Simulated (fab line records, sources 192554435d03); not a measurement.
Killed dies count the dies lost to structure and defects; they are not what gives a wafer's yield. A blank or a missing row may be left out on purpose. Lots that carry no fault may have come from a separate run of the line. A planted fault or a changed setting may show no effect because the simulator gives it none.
Split-lot trial / flow n5Finfet / 21 wafers read from 7 lots, route of 1938 steps

ON THE SPLIT
At N5_PASSIVATION_EXPOSE_07 (exposes mask TV, defocus 0 nm, target cd 3000 nm), the setting doseMj was moved away from the recipe's 22.75 on 7 of the 21 wafers read, by -7.5% to +4.4%. This setting was run at the recipe's value on the other wafers.

FROM THE SPLIT TO THE READING: what the file shows between them, 3 steps
- N5_PASSIVATION_PEB_08
- N5_PASSIVATION_DEVELOP_09: develop time 60 s
- N5_PASSIVATION_HARDBAKE_11: time 120 s

THE READING
cdNm, in nm, at N5_PASSIVATION_CD_MEAS_10 (target cd 3000 nm). On this fab line, fault-free wafers typically give 2999.8 nm with a standard deviation of 1.5 nm.

wafer=L078.1; tool, chamber at the split=krfScanner-02, 0; doseMj as run=22.75; against the recipe=recipe; cdNm, nm=2998.9; against lot-mates on the recipe=-
wafer=L078.2; tool, chamber at the split=krfScanner-02, 0; doseMj as run=22.75; against the recipe=recipe; cdNm, nm=2997.4; against lot-mates on the recipe=-
wafer=L078.6; tool, chamber at the split=krfScanner-02, 0; doseMj as run=22.75; against the recipe=recipe; cdNm, nm=2998.9; against lot-mates on the recipe=-
wafer=L079.4; tool, chamber at the split=krfScanner-02, 0; doseMj as run=23.74; against the recipe=+4.4%; cdNm, nm=3007.9; against lot-mates on the recipe=no lot-mate on the recipe
wafer=L079.5; tool, chamber at the split=krfScanner-02, 0; doseMj as run=23.74; against the recipe=+4.4%; cdNm, nm=3010.7; against lot-mates on the recipe=no lot-mate on the recipe
wafer=L079.6; tool, chamber at the split=krfScanner-02, 0; doseMj as run=23.74; against the recipe=+4.4%; cdNm, nm=3010.5; against lot-mates on the recipe=no lot-mate on the recipe
wafer=L082.2; tool, chamber at the split=krfScanner-01, 0; doseMj as run=22.75; against the recipe=recipe; cdNm, nm=3000.7; against lot-mates on the recipe=-
wafer=L082.4; tool, chamber at the split=krfScanner-01, 0; doseMj as run=22.75; against the recipe=recipe; cdNm, nm=3001.5; against lot-mates on the recipe=-
wafer=L082.6; tool, chamber at the split=krfScanner-01, 0; doseMj as run=22.75; against the recipe=recipe; cdNm, nm=2999.6; against lot-mates on the recipe=-
wafer=L088.2; tool, chamber at the split=krfScanner-01, 0; doseMj as run=22.75; against the recipe=recipe; cdNm, nm=3000.7; against lot-mates on the recipe=-
wafer=L088.5; tool, chamber at the split=krfScanner-01, 0; doseMj as run=22.15; against the recipe=-2.6%; cdNm, nm=2995.5; against lot-mates on the recipe=-5.4
wafer=L088.6; tool, chamber at the split=krfScanner-01, 0; doseMj as run=22.75; against the recipe=recipe; cdNm, nm=3001.1; against lot-mates on the recipe=-
wafer=L090.2; tool, chamber at the split=krfScanner-01, 0; doseMj as run=22.75; against the recipe=recipe; cdNm, nm=2998.7; against lot-mates on the recipe=-
wafer=L090.3; tool, chamber at the split=krfScanner-01, 0; doseMj as run=21.05; against the recipe=-7.5%; cdNm, nm=2981.7; against lot-mates on the recipe=-17.0
wafer=L090.6; tool, chamber at the split=krfScanner-01, 0; doseMj as run=21.05; against the recipe=-7.5%; cdNm, nm=2982.4; against lot-mates on the recipe=-16.3
wafer=L092.1; tool, chamber at the split=krfScanner-02, 0; doseMj as run=21.7; against the recipe=-4.6%; cdNm, nm=2986.0; against lot-mates on the recipe=-13.9
wafer=L092.5; tool, chamber at the split=krfScanner-02, 0; doseMj as run=22.75; against the recipe=recipe; cdNm, nm=2999.9; against lot-mates on the recipe=-
wafer=L092.6; tool, chamber at the split=krfScanner-02, 0; doseMj as run=22.75; against the recipe=recipe; cdNm, nm=3000.0; against lot-mates on the recipe=-
wafer=L094.3; tool, chamber at the split=krfScanner-02, 0; doseMj as run=22.75; against the recipe=recipe; cdNm, nm=2999.3; against lot-mates on the recipe=-
wafer=L094.5; tool, chamber at the split=krfScanner-02, 0; doseMj as run=22.75; against the recipe=recipe; cdNm, nm=2999.3; against lot-mates on the recipe=-
wafer=L094.6; tool, chamber at the split=krfScanner-02, 0; doseMj as run=22.75; against the recipe=recipe; cdNm, nm=2999.5; against lot-mates on the recipe=-

THE FIT
A straight line over all 21 wafers: cdNm changes by +2.38 nm for each +1% of doseMj; r = +0.99; the points scatter about the line by 1.3 nm.
The same after taking each lot's own level away (the mean of its wafers on the recipe; 18 wafers): +2.33 nm for each +1%; r = +0.99; scatter 0.99 nm.
According to that fit, moving doseMj by its largest amount changes the reading by 17 nm.
The lots' own levels span 2998.40 to 3000.90 nm, that is 1.7 times the standard deviation above.
The two slopes agree, so the slope changes little with the lot-to-lot level.
Check: for one of the wafers moved furthest among these (-7.5%), held out of the fit, the line's prediction against its lot-mates is -17.8 nm. It came out at -17 nm against them.

THESE WAFERS: OTHER SPLITS
Note: prior to the reading, these wafers also went through further splits. Each is held against what the fit with the lots' levels taken away leaves over:
other split on the same wafers=N5_BEOL_M15_COAT_04 spinRpm; wafers away from the commonest value=6; r with cdNm (lot level and that fit taken away)=+0.26
other split on the same wafers=N5_BEOL_M15_TRENCH_ETCH_34 biasW; wafers away from the commonest value=8; r with cdNm (lot level and that fit taken away)=-0.28
other split on the same wafers=N5_BEOL_M15_SPUTTER_45 timeS; wafers away from the commonest value=4; r with cdNm (lot level and that fit taken away)=+0.22
other split on the same wafers=N5_MIM_BOT_ETCH_ETCH_00 icpW; wafers away from the commonest value=7; r with cdNm (lot level and that fit taken away)=-0.17

THE WHOLE CHAIN: every reading that the file lists as answering this split, in the file's order
step=N5_PASSIVATION_CD_MEAS_10; what it does=target cd 3000 nm; reading=cdNm; change (the file's fit)=+2.41 nm for each +1% of the setting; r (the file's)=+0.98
step=N5_PASSIVATION_DESCUM_12; what it does=chemistry O2, time 7.9 s; reading=TV_LITHO.cdNm (the simulator's own value, which no gauge read); change (the file's fit)=+2.4 nm for each +1% of the setting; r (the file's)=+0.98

THE FILE'S OWN FIT
cdNm changes by +2.41 nm for each +1% of doseMj, r = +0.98.
